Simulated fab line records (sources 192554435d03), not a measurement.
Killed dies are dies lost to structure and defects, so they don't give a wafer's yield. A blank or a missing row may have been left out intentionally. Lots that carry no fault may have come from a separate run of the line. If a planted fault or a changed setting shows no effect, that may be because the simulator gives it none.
Split-lot study | flow n5-finfet | route with 1938 steps; 7 lots, 21 wafers read

THE SPLIT
At N5_ZERO_LAYER_PECVD_02 (deposits SiO2 from SiH4/N2O, target thk 10 nm, time 6 s), the setting time-s was moved away from the recipe's 6 s on 10 of the 21 wafers read, by -14.6% to +10.7%. The other wafers ran this setting at the recipe's value.

Reading taken at the split's own step.

THE READING
SiO2_of_ZERO_LAYER_PECVD_02.thk-nm (the simulator's own value, which no gauge read), in nm, at N5_ZERO_LAYER_PECVD_02 (deposits SiO2 from SiH4/N2O, target thk 10 nm, time 6 s). The file does not state a usual value for it. Average 9.978 nm, standard deviation 0.11 nm, over the 11 wafers here run with the recipe.

wafer  | tool, chamber at the split | time-s as run, s | against the recipe | SiO2_of_ZERO_LAYER_PECVD_02.thk-nm, nm | against lot-mates on the recipe
L074.2 | pecvd-04, 2                | 6                | recipe             | 9.917                                  | -
L074.3 | pecvd-04, 1                | 6                | recipe             | 9.825                                  | -
L074.6 | pecvd-04, 1                | 6                | recipe             | 10.22                                  | -
L078.4 | pecvd-04, 0                | 6                | recipe             | 9.964                                  | -
L078.5 | pecvd-04, 1                | 6                | recipe             | 10.1                                   | -
L078.6 | pecvd-04, 2                | 6                | recipe             | 9.981                                  | -
L080.1 | pecvd-04, 2                | 5.122            | -14.6%             | 8.336                                  | -1.613
L080.5 | pecvd-04, 2                | 6                | recipe             | 9.949                                  | -
L080.6 | pecvd-04, 0                | 5.122            | -14.6%             | 8.516                                  | -1.433
L081.3 | pecvd-02, 1                | 6                | recipe             | 9.841                                  | -
L081.4 | pecvd-02, 1                | 5.282            | -12.0%             | 8.845                                  | -1.059
L081.5 | pecvd-02, 2                | 6                | recipe             | 9.968                                  | -
L089.2 | pecvd-03, 2                | 6                | recipe             | 10.01                                  | -
L089.4 | pecvd-03, 0                | 6.372            | +6.2%              | 10.79                                  | +0.780
L089.5 | pecvd-03, 1                | 6.372            | +6.2%              | 10.58                                  | +0.570
L092.1 | pecvd-04, 1                | 6.296            | +4.9%              | 10.23                                  | no lot-mate on the recipe
L092.3 | pecvd-04, 0                | 6.296            | +4.9%              | 10.15                                  | no lot-mate on the recipe
L092.5 | pecvd-04, 0                | 6.296            | +4.9%              | 10.34                                  | no lot-mate on the recipe
L095.1 | pecvd-02, 2                | 6.645            | +10.7%             | 10.9                                   | +0.912
L095.2 | pecvd-02, 1                | 6.645            | +10.7%             | 11.14                                  | +1.152
L095.3 | pecvd-02, 0                | 6                | recipe             | 9.988                                  | -

FIT RESULTS
A straight line over all 21 wafers: SiO2_of_ZERO_LAYER_PECVD_02.thk-nm changes by +0.099 nm for each +1% of time-s; r = +0.98; the points scatter about the line by 0.14 nm.
The same after taking each lot's own level away (the mean of its wafers on the recipe; 18 wafers): +0.0999 nm for each +1%; r = +0.99; scatter 0.11 nm.
On that fit, the largest move of time-s shifts the reading by 1.5 nm.
The span of the lots' own levels, 9.9045 to 10.0150 nm, comes to 1.1 times the standard deviation stated above.
So the lot-to-lot level changes the slope little: the two slopes agree.
Check: -1.4 nm against its lot-mates is what the line predicts for one of the wafers moved furthest among these (-14.6%) when that wafer is left out of the fit. Against them it came out at -1.61 nm.

FILE'S OWN FIT
SiO2_of_ZERO_LAYER_PECVD_02.thk-nm changes by +0.0982 nm for each +1% of time-s, r = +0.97.
